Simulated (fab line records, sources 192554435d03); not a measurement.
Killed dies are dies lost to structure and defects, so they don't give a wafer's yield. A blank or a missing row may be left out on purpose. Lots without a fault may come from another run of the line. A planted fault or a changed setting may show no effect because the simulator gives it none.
Which tool did it? | flow n5_finfet | 13 lots, 39 wafers sampled, at 3 steps of a route of 1938

WHAT THE GAUGES READ, wafer by wafer
The record holds no reading of a measuring or inspecting step that can be judged against a usual standard deviation.

WHICH TOOL RAN EACH LOT (tool, then ch and the chambers of the sampled wafers, then the start)
lot  | N5_HKMG_FIN_STRIP_89              | N5_MIM_BOT_ETCH_ETCH_04            | N5_PASSIVATION_PROBE_49
L898 | rie_diel-03 ch 1,2,3, day 4 05:53 | rie_diel-06 ch 0, day 13 17:00     | -
L899 | rie_diel-06 ch 1,2,3, day 4 14:23 | rie_diel-06 ch 0,1, day 13 16:15   | -
L900 | rie_diel-03 ch 1,3, day 4 18:47   | rie_diel-03 ch 2,3, day 14 18:49   | -
L901 | rie_diel-06 ch 0,2,3, day 4 23:22 | rie_diel-03 ch 1,2,3, day 14 10:11 | -
L902 | rie_diel-03 ch 0,1,3, day 5 05:28 | rie_diel-06 ch 0,3, day 14 12:06   | -
L903 | rie_diel-05 ch 1,2, day 5 12:13   | rie_diel-03 ch 1,3, day 14 12:40   | -
L906 | rie_diel-06 ch 0,3, day 6 05:28   | rie_diel-05 ch 0,3, day 14 17:49   | -
L910 | rie_diel-06 ch 0,1,3, day 7 06:38 | rie_diel-06 ch 1,3, day 16 22:32   | -
L912 | rie_diel-05 ch 0,2,3, day 7 16:02 | rie_diel-05 ch 0,3, day 17 22:06   | prober-01, day 18 08:47
L914 | rie_diel-06 ch 1,3, day 8 08:30   | rie_diel-05 ch 1,2,3, day 19 08:19 | -
L916 | rie_diel-03 ch 0,2, day 8 16:28   | rie_diel-03 ch 2,3, day 19 18:28   | -
L917 | rie_diel-03 ch 0,2,3, day 9 01:15 | rie_diel-06 ch 0,1,2, day 19 17:10 | -
L920 | rie_diel-03 ch 1,2,3, day 9 17:07 | rie_diel-03 ch 1,2,3, day 20 13:51 | -
- N5_HKMG_FIN_STRIP_89: strips SOC in N2/H2, time 20 s.
- N5_MIM_BOT_ETCH_ETCH_04: etches SiNx in CF4/O2, target depth 26 nm, time 13 s.
- N5_PASSIVATION_PROBE_49

WHAT THE TOOLS THEMSELVES READ (means of the sampled wafers that have a number; where no wafer has one, the mark that the record gives instead)
N5_HKMG_FIN_STRIP_89.
lot  | tool        | bias_power_w (W) | drypump_motor_current_A (A) | oes_product_au (a.u.) | rf_vpp_V (V) | showerhead_plenum_p_Torr (Torr) | throttle_valve_pct (%)
L898 | rie_diel-03 | 7.998            | 5.46                        | 0.89                  | 54.0         | 3.32                            | 18.85
L899 | rie_diel-06 | 7.995            | 5.52                        | 0.80                  | 54.3         | 3.39                            | 19.03
L900 | rie_diel-03 | 7.999            | 5.37                        | 0.93                  | 54.9         | 3.42                            | 18.94
L901 | rie_diel-06 | 7.999            | 5.37                        | 0.78                  | 53.3         | 3.32                            | 19.04
L902 | rie_diel-03 | 7.989            | 5.42                        | 0.87                  | 53.7         | 3.40                            | 18.81
L903 | rie_diel-05 | 7.973            | 5.68                        | 0.70                  | 54.8         | 3.42                            | 19.21
L906 | rie_diel-06 | 7.993            | 5.40                        | 0.79                  | 54.1         | 3.33                            | 19.24
L910 | rie_diel-06 | 7.998            | 5.58                        | 0.79                  | 54.9         | 3.33                            | 19.16
L912 | rie_diel-05 | 7.998            | 5.56                        | 0.79                  | 55.6         | 3.42                            | 18.85
L914 | rie_diel-06 | 8.031            | 5.51                        | 0.79                  | 55.1         | 3.38                            | 19.25
L916 | rie_diel-03 | 8.019            | 5.56                        | 0.74                  | 54.5         | 3.19                            | 18.82
L917 | rie_diel-03 | 8.006            | 5.46                        | 0.77                  | 54.4         | 3.28                            | 18.90
L920 | rie_diel-03 | 8.001            | 5.46                        | 0.81                  | 53.5         | 3.30                            | 18.92

N5_MIM_BOT_ETCH_ETCH_04.
lot  | tool        | drypump_motor_current_A (A) | oes_product_au (a.u.) | rf_vpp_V (V) | showerhead_plenum_p_Torr (Torr) | throttle_valve_pct (%)
L898 | rie_diel-06 | 5.54                        | 0.70                  | 240.4        | 2.09                            | 16.25
L899 | rie_diel-06 | 5.65                        | 0.72                  | 240.9        | 2.13                            | 16.07
L900 | rie_diel-03 | 5.40                        | 0.77                  | 239.9        | 2.15                            | 16.22
L901 | rie_diel-03 | 5.43                        | 0.78                  | 240.6        | 2.15                            | 16.02
L902 | rie_diel-06 | 5.41                        | 0.73                  | 242.0        | 2.16                            | 16.20
L903 | rie_diel-03 | 5.38                        | 0.82                  | 242.8        | 2.22                            | 15.83
L906 | rie_diel-05 | 5.44                        | 0.79                  | 239.8        | 2.24                            | 16.09
L910 | rie_diel-06 | 5.50                        | 0.73                  | 241.9        | 2.20                            | 16.05
L912 | rie_diel-05 | 5.29                        | 0.72                  | 238.3        | 2.25                            | 16.29
L914 | rie_diel-05 | 5.67                        | 0.84                  | 242.5        | 2.20                            | 15.85
L916 | rie_diel-03 | 5.40                        | 0.73                  | 240.1        | 2.14                            | 16.30
L917 | rie_diel-06 | 5.55                        | 0.85                  | 242.2        | 2.23                            | 15.73
L920 | rie_diel-03 | 5.44                        | 0.73                  | 240.1        | 2.14                            | 16.09

N5_PASSIVATION_PROBE_49.
lot  | tool      | killed_at_M0_to_M3 | killed_at_M4_up | killed_at_contacts | killed_at_front_end | killed_at_other | killed_dies | killed_open | killed_short
L912 | prober-01 | 40                 | 18              | 8                  | 67                  | 5.0             | 138         | 79          | 35

THE ANSWER, worked out from the rows above alone
Rule: what is usual is taken from the lots themselves. Put in order of their means at a reading, lots are off if they are a third of the lots or fewer, leave a main group of 4 or more, and stand apart from it by a gap of 3 or more times the standard deviation of the main group's means; of several such gaps the widest counts. A main group whose means are all the same, to the digits that the tables above print for the reading, isn't used. A lot without any number at a reading at which 4 lots or more have one is off too. The other lots that the step has rows for count as sound. The gauges are gone through in route order, then the tools' own readings, and for those a lot's mean is taken as printed above. The first step at which some lot is off is used, and at that step the reading that is off furthest; a lot without a number counts as furthest.
No lot is off at any reading shown: from this, nothing can be told.

WHAT THE SIMULATOR HAD PUT IN
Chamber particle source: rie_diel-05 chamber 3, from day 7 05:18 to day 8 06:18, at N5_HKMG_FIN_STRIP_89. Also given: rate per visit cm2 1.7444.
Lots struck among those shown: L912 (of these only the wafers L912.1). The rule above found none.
